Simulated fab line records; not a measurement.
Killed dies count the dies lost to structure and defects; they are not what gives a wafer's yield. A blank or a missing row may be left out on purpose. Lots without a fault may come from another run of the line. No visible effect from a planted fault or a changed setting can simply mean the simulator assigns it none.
fab line records | flow n5-finfet
[record] lots = 24 | wafers = 72 | last-day = 19
route steps=1938 shown MOL_CONTACT_COAG@543 BEOL_M0_SAQP@633
lots untouched by any fault: they come from a run of this same line in which no faults occurred
start-h: hours from the record's opening day to when the first of the lot's shown wafers began | wait-h: hours from the lot's prior step to this one | " the same as in the row above | L1.1+2: a row that stands for several wafers | - no value, or no start was given | * or withheld: withheld | < > ~ a bound
route shown NAME@n: a module of which the file shows steps, and the number in the route of the first | usual: the fault-free wafers' mean and standard deviation | same: alike in all rows | chamber/n: place in a boat | sites: each site's reading | _std_site: the standard deviation of these | _edge_site: the outer-site mean with the inner-site mean subtracted | radius-mm: for every site, how far away it sits from the centre of the wafer | mask NAME#n: copy n | behind: tool/chamber where the wafer was last shaped | hold: why the lot was held/for how many hours/how that ended | device: the transistor (n, p or np) that didn't switch | end of line: tests of these same wafers at the route's end | a step given without rows: its recipe and nothing more | killed: dies lost to structure and defects at the first sort, not the wafer's yield | map: dies across one wafer; x = killed, . = not, _ = none there
set.NAME: the setting that was run; set.NAME@STEP: the one run at that earlier step | model.NAME: the simulator's own value behind a step, which no gauge read
the route's steps for a sample of lots (tables are steps, rows are wafers)
services: when a tool's chamber went out of use (start-h, in hours from the record's first day, below 0 if earlier), for how many hours, and the reason
[[steps]]
[step N5_MOL_CONTACT_COAG_TI_SIL_19]
[recipe] material = Ti | target-thk-a = 42 | temp-c = 200 | chamber-pressure-pa = 5 | power-w = 5000 | time-s = 15
[usual] throttle-valve-pct = 30.4/1.2
lot.wafer | tool           | chamber | start-h | wait-h | throttle-valve-pct
L074.2    | pvd-sputter-01 | -       | 91.18   | 0.2    | 31.3
L074.3    | "              | -       | "       | "      | 30.4
L074.4    | "              | -       | "       | "      | 28.3
L076.2    | pvd-sputter-01 | -       | 99.15   | 0.2    | 31.2
L076.3    | "              | -       | "       | "      | 30.2
L076.5    | "              | -       | "       | "      | 31.4
L075.4    | pvd-sputter-01 | -       | 102.28  | 0.1    | 28.4
L075.5    | "              | -       | "       | "      | 31.2
L075.6    | "              | -       | "       | "      | 30.7
L077.4    | pvd-sputter-02 | -       | 109.71  | 0.2    | 30.2
L077.5    | "              | -       | "       | "      | 31.5
L077.6    | "              | -       | "       | "      | 29.1
L078.1    | pvd-sputter-02 | -       | 128.55  | 1.3    | 31.3
L078.3    | "              | -       | "       | "      | 29.3
L078.4    | "              | -       | "       | "      | 30.1
L079.2    | pvd-sputter-01 | -       | 129.65  | 0.2    | 28.1
L079.5    | "              | -       | "       | "      | 31.2
L079.6    | "              | -       | "       | "      | 30.5
L080.2    | pvd-sputter-03 | -       | 131.95  | 0.1    | 32.6
L080.3    | "              | -       | "       | "      | 29.4
L080.6    | "              | -       | "       | "      | 32.7
L081.3    | pvd-sputter-01 | -       | 134.20  | 0.2    | 30.6
L081.5    | "              | -       | "       | "      | 28.4
L081.6    | "              | -       | "       | "      | 30.2
L082.2    | pvd-sputter-03 | -       | 134.82  | 0.2    | 32.6
L082.4    | "              | -       | "       | "      | 29.2
L082.5    | "              | -       | "       | "      | 32.6
L083.2    | pvd-sputter-02 | -       | 142.98  | 0.2    | 30.3
L083.3    | "              | -       | "       | "      | 31.8
L083.6    | "              | -       | "       | "      | 31.2
L084.2    | pvd-sputter-03 | -       | 151.36  | 0.2    | 28.7
L084.3    | "              | -       | "       | "      | 29.9
L084.4    | "              | -       | "       | "      | 29.4
L085.1    | pvd-sputter-01 | -       | 152.79  | 0.2    | 30.4
L085.2    | "              | -       | "       | "      | 30.4
L085.3    | "              | -       | "       | "      | 31.5
L086.4    | pvd-sputter-03 | -       | 171.00  | 0.1    | 32.7
L086.5    | "              | -       | "       | "      | 32.4
L086.6    | "              | -       | "       | "      | 29.6
L087.2    | pvd-sputter-02 | -       | 171.98  | 0.2    | 31.4
L087.4    | "              | -       | "       | "      | 31.2
L087.5    | "              | -       | "       | "      | 30.4
L088.2    | pvd-sputter-02 | -       | 175.74  | 0.7    | 31.4
L088.3    | "              | -       | "       | "      | 30.2
L088.5    | "              | -       | "       | "      | 31.2
L089.3    | pvd-sputter-01 | -       | 179.17  | 0.2    | 30.5
L089.4    | "              | -       | "       | "      | 28.1
L089.5    | "              | -       | "       | "      | 30.1
L090.2    | pvd-sputter-02 | -       | 187.02  | 0.2    | 31.4
L090.3    | "              | -       | "       | "      | 29.3
L090.4    | "              | -       | "       | "      | 31.7
L091.1    | pvd-sputter-02 | -       | 191.45  | 0.3    | 31.3
L091.3    | "              | -       | "       | "      | 31.3
L091.6    | "              | -       | "       | "      | 30.3
L092.2    | pvd-sputter-03 | -       | 195.98  | 0.3    | 28.7
L092.5    | "              | -       | "       | "      | 32.5
L092.6    | "              | -       | "       | "      | 29.5
L093.1    | pvd-sputter-02 | -       | 204.63  | 0.2    | 31.5
L093.3    | "              | -       | "       | "      | 30.2
L093.6    | "              | -       | "       | "      | 31.2
L094.1    | pvd-sputter-01 | -       | 211.01  | 0.3    | 28.4
L094.2    | "              | -       | "       | "      | 30.3
L094.3    | "              | -       | "       | "      | 30.2
L095.2    | pvd-sputter-03 | -       | 215.09  | 0.2    | 30.0
L095.3    | "              | -       | "       | "      | 29.6
L095.6    | "              | -       | "       | "      | 29.8
L096.4    | pvd-sputter-02 | -       | 226.93  | 0.1    | 31.2
L096.5    | "              | -       | "       | "      | 31.3
L096.6    | "              | -       | "       | "      | 30.2
L097.1    | pvd-sputter-03 | -       | 230.11  | 0.4    | 32.9
L097.3    | "              | -       | "       | "      | 29.7
L097.6    | "              | -       | "       | "      | 29.3
[step N5_MOL_CONTACT_COAG_PRE_CLEAN_141]
[recipe] gas = H2/He | time-s = 60 | temp-c = 300
[usual] heater-power-w = 453/49
lot.wafer | tool           | chamber | start-h | wait-h | heater-power-w
L074.2    | pvd-sputter-03 | -       | 92.73   | 1.0    | 473
L074.3    | "              | -       | "       | "      | 445
L074.4    | "              | -       | "       | "      | 506
L076.2    | pvd-sputter-01 | -       | 100.39  | 0.4    | 466
L076.3    | "              | -       | "       | "      | 466
L076.5    | "              | -       | "       | "      | 469
L075.4    | pvd-sputter-01 | -       | 103.18  | 0.3    | 466
L075.5    | "              | -       | "       | "      | 474
L075.6    | "              | -       | "       | "      | 347
L077.4    | pvd-sputter-01 | -       | 112.44  | 2.1    | 476
L077.5    | "              | -       | "       | "      | 453
L077.6    | "              | -       | "       | "      | 353
L078.1    | pvd-sputter-01 | -       | 130.45  | 1.4    | 468
L078.3    | "              | -       | "       | "      | 461
L078.4    | "              | -       | "       | "      | 343
L079.2    | pvd-sputter-02 | -       | 130.85  | 0.6    | 461
L079.5    | "              | -       | "       | "      | 477
L079.6    | "              | -       | "       | "      | 473
L080.2    | pvd-sputter-01 | -       | 134.54  | 1.9    | 470
L080.3    | "              | -       | "       | "      | 474
L080.6    | "              | -       | "       | "      | 468
L081.3    | pvd-sputter-03 | -       | 135.52  | 0.7    | 506
L081.5    | "              | -       | "       | "      | 506
L081.6    | "              | -       | "       | "      | 435
L082.2    | pvd-sputter-02 | -       | 136.76  | 1.4    | 475
L082.4    | "              | -       | "       | "      | 332
L082.5    | "              | -       | "       | "      | 476
L083.2    | pvd-sputter-02 | -       | 143.69  | 0.2    | 335
L083.3    | "              | -       | "       | "      | 489
L083.6    | "              | -       | "       | "      | 476
L084.2    | pvd-sputter-03 | -       | 152.60  | 0.7    | 467
L084.3    | "              | -       | "       | "      | 504
L084.4    | "              | -       | "       | "      | 452
L085.1    | pvd-sputter-02 | -       | 155.46  | 2.0    | 459
L085.2    | "              | -       | "       | "      | 468
L085.3    | "              | -       | "       | "      | 478
L086.4    | pvd-sputter-03 | -       | 172.06  | 0.4    | 477
L086.5    | "              | -       | "       | "      | 486
L086.6    | "              | -       | "       | "      | 504
L087.2    | pvd-sputter-03 | -       | 173.02  | 0.5    | 465
L087.4    | "              | -       | "       | "      | 435
L087.5    | "              | -       | "       | "      | 442
L088.2    | pvd-sputter-02 | -       | 176.86  | 0.6    | 472
L088.3    | "              | -       | "       | "      | 482
L088.5    | "              | -       | "       | "      | 477
L089.3    | pvd-sputter-01 | -       | 180.77  | 0.9    | 462
L089.4    | "              | -       | "       | "      | 473
L089.5    | "              | -       | "       | "      | 455
L090.2    | pvd-sputter-01 | -       | 187.81  | 0.2    | 479
L090.3    | "              | -       | "       | "      | 466
L090.4    | "              | -       | "       | "      | 353
L091.1    | pvd-sputter-02 | -       | 192.49  | 0.5    | 333
L091.3    | "              | -       | "       | "      | 474
L091.6    | "              | -       | "       | "      | 473
L092.2    | pvd-sputter-03 | -       | 197.29  | 0.8    | 509
L092.5    | "              | -       | "       | "      | 485
L092.6    | "              | -       | "       | "      | 454
L093.1    | pvd-sputter-02 | -       | 206.57  | 1.4    | 484
L093.3    | "              | -       | "       | "      | 477
L093.6    | "              | -       | "       | "      | 473
L094.1    | pvd-sputter-01 | -       | 212.37  | 0.7    | 350
L094.2    | "              | -       | "       | "      | 469
L094.3    | "              | -       | "       | "      | 472
L095.2    | pvd-sputter-03 | -       | 217.05  | 1.4    | 443
L095.3    | "              | -       | "       | "      | 503
L095.6    | "              | -       | "       | "      | 475
L096.4    | pvd-sputter-02 | -       | 228.39  | 0.8    | 338
L096.5    | "              | -       | "       | "      | 500
L096.6    | "              | -       | "       | "      | 464
L097.1    | pvd-sputter-02 | -       | 232.52  | 1.9    | 494
L097.3    | "              | -       | "       | "      | 482
L097.6    | "              | -       | "       | "      | 503
[step N5_MOL_CONTACT_COAG_OVL_MEAS_85]
[recipe] points-per-wafer = 522
[usual] VG_OVL = 0.3/0.68
lot.wafer | tool       | chamber | start-h | wait-h | VG_OVL[nm]
L074.2    | overlay-02 | 0       | 99.99   | 0.0    | 0.4
L074.3    | "          | 0       | "       | "      | 0.1
L074.4    | "          | 0       | "       | "      | 1.0
L076.2    | overlay-02 | 0       | 107.20  | 0.0    | 0.0
L076.3    | "          | 0       | "       | "      | -0.1
L076.5    | "          | 0       | "       | "      | 0.9
L075.4    | overlay-01 | 0       | 111.08  | 0.0    | -1.1
L075.5    | "          | 0       | "       | "      | -0.9
L075.6    | "          | 0       | "       | "      | 0.8
L077.4    | overlay-01 | 0       | 120.51  | 0.0    | 0.2
L077.5    | "          | 0       | "       | "      | 0.1
L077.6    | "          | 0       | "       | "      | -0.3
L078.1    | overlay-01 | 0       | 136.55  | 0.0    | -0.3
L078.3    | "          | 0       | "       | "      | -1.0
L078.4    | "          | 0       | "       | "      | 0.2
L079.2    | overlay-02 | 0       | 138.18  | 0.0    | 0.3
L079.5    | "          | 0       | "       | "      | 0.8
L079.6    | "          | 0       | "       | "      | 1.3
L080.2    | overlay-02 | 0       | 141.14  | 0.0    | 0.1
L080.3    | "          | 0       | "       | "      | 0.0
L080.6    | "          | 0       | "       | "      | -0.6
L081.3    | overlay-02 | 0       | 143.66  | 0.0    | 0.7
L081.5    | "          | 0       | "       | "      | 0.3
L081.6    | "          | 0       | "       | "      | 0.7
L082.2    | overlay-02 | 0       | 144.04  | 0.0    | 0.8
L082.4    | "          | 0       | "       | "      | 1.2
L082.5    | "          | 0       | "       | "      | 0.7
L083.2    | overlay-01 | 0       | 151.08  | 0.0    | -0.3
L083.3    | "          | 0       | "       | "      | 0.5
L083.6    | "          | 0       | "       | "      | 0.9
L084.2    | overlay-01 | 0       | 159.46  | 0.0    | 0.4
L084.3    | "          | 0       | "       | "      | 0.5
L084.4    | "          | 0       | "       | "      | 0.2
L085.1    | overlay-02 | 0       | 162.11  | 0.0    | 0.6
L085.2    | "          | 0       | "       | "      | 1.4
L085.3    | "          | 0       | "       | "      | 1.2
L086.4    | overlay-01 | 0       | 180.36  | 0.0    | 1.2
L086.5    | "          | 0       | "       | "      | 0.5
L086.6    | "          | 0       | "       | "      | 0.4
L087.2    | overlay-01 | 0       | 181.14  | 0.0    | 1.6
L087.4    | "          | 0       | "       | "      | 0.8
L087.5    | "          | 0       | "       | "      | 0.3
L088.2    | overlay-02 | 0       | 185.67  | 0.0    | 0.4
L088.3    | "          | 0       | "       | "      | 0.8
L088.5    | "          | 0       | "       | "      | 0.2
L089.3    | overlay-02 | 0       | 188.55  | 0.0    | 1.1
L089.4    | "          | 0       | "       | "      | 1.2
L089.5    | "          | 0       | "       | "      | 1.8
L090.2    | overlay-02 | 0       | 195.12  | 0.0    | -0.5
L090.3    | "          | 0       | "       | "      | -0.7
L090.4    | "          | 0       | "       | "      | 0.8
L091.1    | overlay-02 | 0       | 199.03  | 0.0    | 0.9
L091.3    | "          | 0       | "       | "      | 1.3
L091.6    | "          | 0       | "       | "      | 0.3
L092.2    | overlay-01 | 0       | 203.72  | 0.0    | -0.1
L092.5    | "          | 0       | "       | "      | 0.4
L092.6    | "          | 0       | "       | "      | -0.6
L093.1    | overlay-02 | 0       | 215.31  | 0.0    | -0.7
L093.3    | "          | 0       | "       | "      | 0.7
L093.6    | "          | 0       | "       | "      | -0.1
L094.1    | overlay-02 | 0       | 219.76  | 0.0    | -1.0
L094.2    | "          | 0       | "       | "      | -0.3
L094.3    | "          | 0       | "       | "      | -0.4
L095.2    | overlay-01 | 0       | 225.72  | 0.0    | -0.6
L095.3    | "          | 0       | "       | "      | 0.3
L095.6    | "          | 0       | "       | "      | 0.3
L096.4    | overlay-02 | 0       | 236.47  | 0.0    | 0.2
L096.5    | "          | 0       | "       | "      | -0.4
L096.6    | "          | 0       | "       | "      | -0.5
L097.1    | overlay-01 | 0       | 238.36  | 0.0    | 0.8
L097.3    | "          | 0       | "       | "      | -0.3
L097.6    | "          | 0       | "       | "      | 0.8
[step N5_MOL_CONTACT_COAG_INSPECT_57]
[recipe] mode = adi | inspect-instrument = brightfield
[usual] raw-defect-count = 220/66
lot.wafer | tool              | chamber | start-h | wait-h | raw-defect-count
L074.2    | defect-inspect-01 | -       | 100.04  | 0.0    | 104
L074.3    | "                 | -       | "       | "      | 126
L074.4    | "                 | -       | "       | "      | 105
L076.2    | defect-inspect-01 | -       | 107.25  | 0.0    | 330
L076.3    | "                 | -       | "       | "      | 199
L076.5    | "                 | -       | "       | "      | 316
L075.4    | defect-inspect-02 | -       | 111.12  | 0.0    | 133
L075.5    | "                 | -       | "       | "      | 149
L075.6    | "                 | -       | "       | "      | 306
L077.4    | defect-inspect-01 | -       | 120.55  | 0.0    | 134
L077.5    | "                 | -       | "       | "      | 175
L077.6    | "                 | -       | "       | "      | 180
L078.1    | defect-inspect-01 | -       | 136.61  | 0.1    | 136
L078.3    | "                 | -       | "       | "      | 244
L078.4    | "                 | -       | "       | "      | 182
L079.2    | defect-inspect-01 | -       | 138.24  | 0.0    | 202
L079.5    | "                 | -       | "       | "      | 210
L079.6    | "                 | -       | "       | "      | 188
L080.2    | defect-inspect-02 | -       | 141.19  | 0.0    | 287
L080.3    | "                 | -       | "       | "      | 185
L080.6    | "                 | -       | "       | "      | 299
L081.3    | defect-inspect-02 | -       | 143.72  | 0.1    | 195
L081.5    | "                 | -       | "       | "      | 186
L081.6    | "                 | -       | "       | "      | 150
L082.2    | defect-inspect-02 | -       | 144.09  | 0.0    | 324
L082.4    | "                 | -       | "       | "      | 217
L082.5    | "                 | -       | "       | "      | 253
L083.2    | defect-inspect-01 | -       | 151.14  | 0.0    | 211
L083.3    | "                 | -       | "       | "      | 220
L083.6    | "                 | -       | "       | "      | 234
L084.2    | defect-inspect-01 | -       | 159.51  | 0.0    | 187
L084.3    | "                 | -       | "       | "      | 257
L084.4    | "                 | -       | "       | "      | 273
L085.1    | defect-inspect-01 | -       | 162.16  | 0.1    | 181
L085.2    | "                 | -       | "       | "      | 214
L085.3    | "                 | -       | "       | "      | 270
L086.4    | defect-inspect-01 | -       | 180.40  | 0.0    | 209
L086.5    | "                 | -       | "       | "      | 150
L086.6    | "                 | -       | "       | "      | 152
L087.2    | defect-inspect-01 | -       | 181.20  | 0.0    | 303
L087.4    | "                 | -       | "       | "      | 284
L087.5    | "                 | -       | "       | "      | 238
L088.2    | defect-inspect-02 | -       | 185.73  | 0.0    | 190
L088.3    | "                 | -       | "       | "      | 159
L088.5    | "                 | -       | "       | "      | 179
L089.3    | defect-inspect-01 | -       | 188.59  | 0.0    | 301
L089.4    | "                 | -       | "       | "      | 141
L089.5    | "                 | -       | "       | "      | 244
L090.2    | defect-inspect-01 | -       | 195.18  | 0.0    | 252
L090.3    | "                 | -       | "       | "      | 295
L090.4    | "                 | -       | "       | "      | 342
L091.1    | defect-inspect-01 | -       | 199.09  | 0.1    | 253
L091.3    | "                 | -       | "       | "      | 282
L091.6    | "                 | -       | "       | "      | 257
L092.2    | defect-inspect-01 | -       | 203.77  | 0.0    | 391
L092.5    | "                 | -       | "       | "      | 290
L092.6    | "                 | -       | "       | "      | 250
L093.1    | defect-inspect-02 | -       | 215.37  | 0.1    | 337
L093.3    | "                 | -       | "       | "      | 357
L093.6    | "                 | -       | "       | "      | 282
L094.1    | defect-inspect-01 | -       | 219.82  | 0.1    | 124
L094.2    | "                 | -       | "       | "      | 177
L094.3    | "                 | -       | "       | "      | 158
L095.2    | defect-inspect-02 | -       | 225.78  | 0.0    | 227
L095.3    | "                 | -       | "       | "      | 224
L095.6    | "                 | -       | "       | "      | 219
L096.4    | defect-inspect-01 | -       | 236.51  | 0.0    | 260
L096.5    | "                 | -       | "       | "      | 216
L096.6    | "                 | -       | "       | "      | 183
L097.1    | defect-inspect-01 | -       | 238.42  | 0.1    | 179
L097.3    | "                 | -       | "       | "      | 207
L097.6    | "                 | -       | "       | "      | 189
[step N5_BEOL_M0_SAQP_ILD_DEP_01]
[recipe] material = SiOC | target-thk-a = 454.19 | temp-c = 350 | precursor = DEMS/O2 | pressure-torr = 5 | rf-w = 500 | time-s = 8.7
[usual] heater-power-w = 471/89 | showerhead-plenum-p-Torr = 5.693/0.011 | throttle-valve-pct = 12.1/0.59
lot.wafer | tool     | chamber | start-h | wait-h | heater-power-w | showerhead-plenum-p-Torr | throttle-valve-pct
L074.2    | pecvd-03 | 0       | 106.41  | 0.0    | 449            | 5.692                    | 13.4
L074.3    | "        | 1       | "       | "      | 532            | 5.690                    | 12.3
L074.4    | "        | 0       | "       | "      | 445            | 5.679                    | 13.3
L076.2    | pecvd-01 | 0       | 115.53  | 0.0    | 437            | 5.679                    | 11.1
L076.3    | "        | 1       | "       | "      | 427            | 5.694                    | 12.2
L076.5    | "        | 2       | "       | "      | 368            | 5.696                    | 11.7
L075.4    | pecvd-03 | 2       | 118.54  | 0.0    | 655            | 5.685                    | 11.5
L075.5    | "        | 1       | "       | "      | 479            | 5.712                    | 12.3
L075.6    | "        | 0       | "       | "      | 457            | 5.692                    | 13.1
L077.4    | pecvd-04 | 1       | 127.65  | 0.0    | 395            | 5.710                    | 12.3
L077.5    | "        | 2       | "       | "      | 520            | 5.685                    | 11.5
L077.6    | "        | 0       | "       | "      | 524            | 5.711                    | 12.0
L078.1    | pecvd-04 | 1       | 143.12  | 0.0    | 396            | 5.708                    | 12.1
L078.3    | "        | 0       | "       | "      | 611            | 5.698                    | 12.0
L078.4    | "        | 1       | "       | "      | 406            | 5.699                    | 12.4
L079.2    | pecvd-01 | 1       | 146.13  | 0.0    | 384            | 5.683                    | 12.3
L079.5    | "        | 2       | "       | "      | 328            | 5.680                    | 11.8
L079.6    | "        | 1       | "       | "      | 392            | 5.678                    | 12.3
L080.2    | pecvd-04 | 0       | 149.11  | 0.0    | 563            | 5.710                    | 11.9
L080.3    | "        | 1       | "       | "      | 458            | 5.703                    | 12.2
L080.6    | "        | 2       | "       | "      | 484            | 5.696                    | 11.4
L081.3    | pecvd-03 | 1       | 152.12  | 0.0    | 527            | 5.707                    | 12.1
L081.5    | "        | 2       | "       | "      | 649            | 5.693                    | 11.6
L081.6    | "        | 0       | "       | "      | 431            | 5.690                    | 13.4
L082.2    | pecvd-01 | 0       | 152.12  | 0.0    | 385            | 5.681                    | 11.1
L082.4    | "        | 0       | "       | "      | 386            | 5.691                    | 11.6
L082.5    | "        | 2       | "       | "      | 410            | 5.697                    | 12.0
L083.2    | pecvd-01 | 1       | 158.30  | 0.0    | 367            | 5.688                    | 12.1
L083.3    | "        | 2       | "       | "      | 352            | 5.681                    | 11.9
L083.6    | "        | 0       | "       | "      | 413            | 5.687                    | 11.4
L084.2    | pecvd-03 | 2       | 166.56  | 0.0    | 599            | 5.696                    | 11.6
L084.3    | "        | 0       | "       | "      | 353            | 5.687                    | 13.3
L084.4    | "        | 0       | "       | "      | 346            | 5.679                    | 13.4
L085.1    | pecvd-04 | 1       | 169.57  | 0.0    | 414            | 5.694                    | 12.1
L085.2    | "        | 2       | "       | "      | 500            | 5.688                    | 11.6
L085.3    | "        | 0       | "       | "      | 575            | 5.705                    | 12.2
L086.4    | pecvd-01 | 2       | 187.13  | 0.0    | 356            | 5.679                    | 11.9
L086.5    | "        | 0       | "       | "      | 422            | 5.676                    | 11.3
L086.6    | "        | 1       | "       | "      | 375            | 5.705                    | 12.2
L087.2    | pecvd-03 | 0       | 190.13  | 0.0    | 438            | 5.673                    | 13.6
L087.4    | "        | 0       | "       | "      | 429            | 5.679                    | 13.4
L087.5    | "        | 2       | "       | "      | 629            | 5.710                    | 11.4
L088.2    | pecvd-04 | 0       | 193.12  | 0.0    | 614            | 5.687                    | 12.1
L088.3    | "        | 1       | "       | "      | 414            | 5.710                    | 12.3
L088.5    | "        | 2       | "       | "      | 454            | 5.681                    | 11.5
L089.3    | pecvd-01 | 2       | 196.13  | 0.0    | 376            | 5.678                    | 12.1
L089.4    | "        | 2       | "       | "      | 385            | 5.680                    | 11.8
L089.5    | "        | 1       | "       | "      | 437            | 5.698                    | 12.3
L090.2    | pecvd-01 | 2       | 201.89  | 0.0    | 387            | 5.698                    | 11.9
L090.3    | "        | 1       | "       | "      | 412            | 5.689                    | 12.2
L090.4    | "        | 1       | "       | "      | 423            | 5.680                    | 12.1
L091.1    | pecvd-03 | 2       | 205.52  | 0.0    | 590            | 5.705                    | 11.8
L091.3    | "        | 0       | "       | "      | 444            | 5.680                    | 13.1
L091.6    | "        | 2       | "       | "      | 599            | 5.687                    | 12.0
L092.2    | pecvd-04 | 2       | 211.18  | 0.0    | 508            | 5.688                    | 11.7
L092.5    | "        | 2       | "       | "      | 504            | 5.689                    | 11.8
L092.6    | "        | 1       | "       | "      | 368            | 5.721                    | 12.4
L093.1    | pecvd-03 | 2       | 221.93  | 0.0    | 633            | 5.693                    | 11.5
L093.3    | "        | 1       | "       | "      | 451            | 5.693                    | 12.6
L093.6    | "        | 0       | "       | "      | 451            | 5.679                    | 13.2
L094.1    | pecvd-04 | 2       | 226.58  | 0.0    | 469            | 5.673                    | 11.8
L094.2    | "        | 0       | "       | "      | 582            | 5.703                    | 12.1
L094.3    | "        | 1       | "       | "      | 439            | 5.706                    | 12.2
L095.2    | pecvd-03 | 1       | 232.25  | 0.0    | 504            | 5.683                    | 12.5
L095.3    | "        | 2       | "       | "      | 642            | 5.699                    | 11.4
L095.6    | "        | 1       | "       | "      | 501            | 5.702                    | 12.4
L096.4    | pecvd-03 | 2       | 243.16  | 0.0    | 630            | 5.715                    | 11.4
L096.5    | "        | 2       | "       | "      | 626            | 5.685                    | 11.5
L096.6    | "        | 1       | "       | "      | 487            | 5.701                    | 12.2
L097.1    | pecvd-01 | 0       | 246.13  | 0.0    | 448            | 5.670                    | 11.4
L097.3    | "        | 1       | "       | "      | 366            | 5.689                    | 12.2
L097.6    | "        | 1       | "       | "      | 361            | 5.701                    | 12.0
[step N5_BEOL_M0_SAQP_PECVD_97]
[recipe] material = SiNx | target-thk-a = 230 | temp-c = 350 | precursor = SiH4/NH3/N2 | pressure-torr = 1.5 | rf-w = 300 | time-s = 19.9
[usual] heater-power-w = 552/85 | showerhead-plenum-p-Torr = 5.14/0.04 | throttle-valve-pct = 40.5/2
lot.wafer | tool     | chamber | start-h | wait-h | heater-power-w | showerhead-plenum-p-Torr | throttle-valve-pct
L074.2    | pecvd-01 | 0       | 109.36  | 0.0    | 498            | 5.08                     | 37.3
L074.3    | "        | 0       | "       | "      | 488            | 5.07                     | 37.5
L074.4    | "        | 2       | "       | "      | 446            | 5.11                     | 39.6
L076.2    | pecvd-03 | 1       | 117.13  | 0.0    | 521            | 5.13                     | 41.4
L076.3    | "        | 0       | "       | "      | 507            | 5.10                     | 44.1
L076.5    | "        | 0       | "       | "      | 501            | 5.09                     | 44.4
L075.4    | pecvd-04 | 2       | 118.97  | 0.0    | 508            | 5.13                     | 38.8
L075.5    | "        | 1       | "       | "      | 508            | 5.19                     | 41.1
L075.6    | "        | 0       | "       | "      | 698            | 5.21                     | 39.9
L077.4    | pecvd-01 | 2       | 130.16  | 0.0    | 479            | 5.11                     | 39.4
L077.5    | "        | 1       | "       | "      | 468            | 5.13                     | 40.9
L077.6    | "        | 0       | "       | "      | 514            | 5.07                     | 37.4
L078.1    | pecvd-01 | 1       | 143.83  | 0.0    | 499            | 5.14                     | 40.6
L078.3    | "        | 1       | "       | "      | 496            | 5.13                     | 40.9
L078.4    | "        | 2       | "       | "      | 471            | 5.11                     | 39.2
L079.2    | pecvd-04 | 0       | 146.82  | 0.0    | 612            | 5.21                     | 40.1
L079.5    | "        | 2       | "       | "      | 549            | 5.12                     | 38.7
L079.6    | "        | 1       | "       | "      | 461            | 5.19                     | 41.2
L080.2    | pecvd-03 | 2       | 149.37  | 0.0    | 617            | 5.13                     | 38.4
L080.3    | "        | 1       | "       | "      | 584            | 5.14                     | 41.3
L080.6    | "        | 0       | "       | "      | 477            | 5.10                     | 44.5
L081.3    | pecvd-04 | 0       | 154.91  | 0.0    | 651            | 5.20                     | 40.0
L081.5    | "        | 2       | "       | "      | 544            | 5.13                     | 38.8
L081.6    | "        | 1       | "       | "      | 512            | 5.20                     | 41.5
L082.2    | pecvd-03 | 2       | 155.09  | 0.0    | 674            | 5.15                     | 38.5
L082.4    | "        | 1       | "       | "      | 592            | 5.15                     | 41.4
L082.5    | "        | 0       | "       | "      | 451            | 5.11                     | 44.8
L083.2    | pecvd-01 | 0       | 159.45  | 0.0    | 537            | 5.07                     | 37.5
L083.3    | "        | 2       | "       | "      | 438            | 5.13                     | 39.6
L083.6    | "        | 2       | "       | "      | 441            | 5.13                     | 39.7
L084.2    | pecvd-03 | 1       | 167.66  | 0.0    | 547            | 5.15                     | 41.3
L084.3    | "        | 0       | "       | "      | 520            | 5.12                     | 44.4
L084.4    | "        | 0       | "       | "      | 504            | 5.08                     | 44.2
L085.1    | pecvd-01 | 0       | 171.62  | 0.0    | 521            | 5.08                     | 37.4
L085.2    | "        | 1       | "       | "      | 427            | 5.12                     | 40.9
L085.3    | "        | 2       | "       | "      | 454            | 5.12                     | 39.5
L086.4    | pecvd-03 | 0       | 187.83  | 0.0    | 498            | 5.11                     | 44.3
L086.5    | "        | 2       | "       | "      | 641            | 5.13                     | 38.4
L086.6    | "        | 1       | "       | "      | 623            | 5.15                     | 41.5
L087.2    | pecvd-04 | 1       | 191.74  | 0.0    | 479            | 5.20                     | 41.0
L087.4    | "        | 2       | "       | "      | 552            | 5.12                     | 39.1
L087.5    | "        | 1       | "       | "      | 475            | 5.20                     | 41.4
L088.2    | pecvd-04 | 2       | 194.98  | 0.0    | 545            | 5.11                     | 39.1
L088.3    | "        | 1       | "       | "      | 517            | 5.19                     | 41.1
L088.5    | "        | 0       | "       | "      | 677            | 5.21                     | 40.1
L089.3    | pecvd-03 | 0       | 196.68  | 0.0    | 450            | 5.10                     | 44.5
L089.4    | "        | 2       | "       | "      | 739            | 5.14                     | 38.8
L089.5    | "        | 1       | "       | "      | 620            | 5.15                     | 41.6
L090.2    | pecvd-04 | 0       | 203.74  | 0.0    | 632            | 5.19                     | 40.2
L090.3    | "        | 1       | "       | "      | 503            | 5.21                     | 41.1
L090.4    | "        | 0       | "       | "      | 644            | 5.20                     | 40.3
L091.1    | pecvd-03 | 2       | 206.92  | 0.0    | 747            | 5.15                     | 38.8
L091.3    | "        | 1       | "       | "      | 596            | 5.14                     | 41.5
L091.6    | "        | 0       | "       | "      | 489            | 5.11                     | 44.6
L092.2    | pecvd-03 | 2       | 212.05  | 0.0    | 683            | 5.16                     | 38.6
L092.5    | "        | 2       | "       | "      | 700            | 5.15                     | 38.8
L092.6    | "        | 0       | "       | "      | 474            | 5.10                     | 44.9
L093.1    | pecvd-04 | 0       | 222.63  | 0.0    | 599            | 5.21                     | 40.0
L093.3    | "        | 2       | "       | "      | 582            | 5.13                     | 39.1
L093.6    | "        | 0       | "       | "      | 614            | 5.20                     | 40.3
L094.1    | pecvd-03 | 0       | 228.01  | 0.0    | 480            | 5.10                     | 44.7
L094.2    | "        | 2       | "       | "      | 700            | 5.15                     | 39.0
L094.3    | "        | 1       | "       | "      | 599            | 5.15                     | 41.2
L095.2    | pecvd-04 | 2       | 234.18  | 0.0    | 579            | 5.10                     | 39.1
L095.3    | "        | 1       | "       | "      | 534            | 5.22                     | 41.0
L095.6    | "        | 0       | "       | "      | 600            | 5.18                     | 39.9
L096.4    | pecvd-04 | 0       | 248.01  | 0.0    | 626            | 5.20                     | 40.1
L096.5    | "        | 2       | "       | "      | 544            | 5.09                     | 39.1
L096.6    | "        | 1       | "       | "      | 448            | 5.19                     | 41.2
L097.1    | pecvd-03 | 2       | 248.43  | 0.0    | 728            | 5.14                     | 38.4
L097.3    | "        | 1       | "       | "      | 577            | 5.15                     | 41.4
L097.6    | "        | 0       | "       | "      | 474            | 5.10                     | 44.4
[[services]]
tool           | chamber | start-h | hours | kind
pecvd-01       | 0       | 100.30  | 2.1   | scheduled-down
pecvd-03       | 2       | 103.70  | 5.5   | scheduled-down
pecvd-04       | 0       | 106.70  | 2.1   | scheduled-down
pecvd-01       | 1       | 108.38  | 5.5   | scheduled-down
pecvd-01       | 0       | 130.82  | 18.9  | repair
pvd-sputter-01 | -       | 146.86  | 5.2   | repair
pecvd-01       | 2       | 152.71  | 5.5   | scheduled-down
pecvd-04       | -       | 158.24  | 2.8   | pm
pecvd-01       | -       | 168.97  | 1.6   | repair
pecvd-04       | -       | 184.15  | 6.0   | pm
pecvd-03       | 1       | 210.96  | 3.6   | repair
[[key]]
fault none
